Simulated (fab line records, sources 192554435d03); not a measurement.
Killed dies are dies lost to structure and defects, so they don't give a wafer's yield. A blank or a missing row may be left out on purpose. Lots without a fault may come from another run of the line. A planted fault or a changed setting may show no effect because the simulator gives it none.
Chamber matching | flow n5_finfet | N5_BEOL_M12_ETCH_68 on rie_diel-06: 4 sister chambers
The step etches SOC in N2/H2, time 285 s. 7 wafers are shown with their chamber, then 8 later ones without.

WAFERS WITH THEIR CHAMBER
wafer  | chamber | showerhead_plenum_p_Torr (Torr) | drypump_motor_current_A (A)
L077.4 | 2       | 2.71                            | 6.7
L077.6 | 1       | 2.43                            | 4.9
L084.3 | 1       | 2.42                            | 4.8
L084.5 | 2       | 2.71                            | 6.6
L091.5 | 3       | 2.73                            | 5.5
L091.6 | 0       | 2.51                            | 5.6
L095.1 | 0       | 2.51                            | 5.6

WAFERS WITHOUT THEIR CHAMBER
wafer  | showerhead_plenum_p_Torr (Torr) | drypump_motor_current_A (A)
L095.4 | 2.73                            | 5.5
L095.5 | 2.73                            | 5.4
L096.1 | 2.41                            | 4.9
L096.2 | 2.50                            | 5.6
L096.5 | 2.50                            | 5.6
L097.2 | 2.69                            | 6.6
L097.3 | 2.72                            | 5.5
L097.5 | 2.50                            | 5.6

WHICH CHAMBER EACH WENT THROUGH
wafer  | from the rows above | in truth
L095.4 | 3                   | 3
L095.5 | 3                   | 3
L096.1 | 1                   | 1
L096.2 | 0                   | 0
L096.5 | 0                   | 0
L097.2 | 2                   | 2
L097.3 | 3                   | 3
L097.5 | 0                   | 0
Placed correctly: 8 of 8. Can't be placed from these rows: 0. Placed wrongly: 0.
How it was worked out, from the rows above alone: a wafer's distance from a chamber is the root of the sum, over the readings, of the square of ((its reading less the chamber's mean) divided by the reading's scatter). The wafer belongs to the nearest chamber; if the next one is less than 2 further off, it can't be placed. A chamber's mean is the mean of its shown wafers. The scatter: the root of (the sum of the squares of (reading less its chamber's mean) over the shown wafers, divided by (wafers less chambers)).
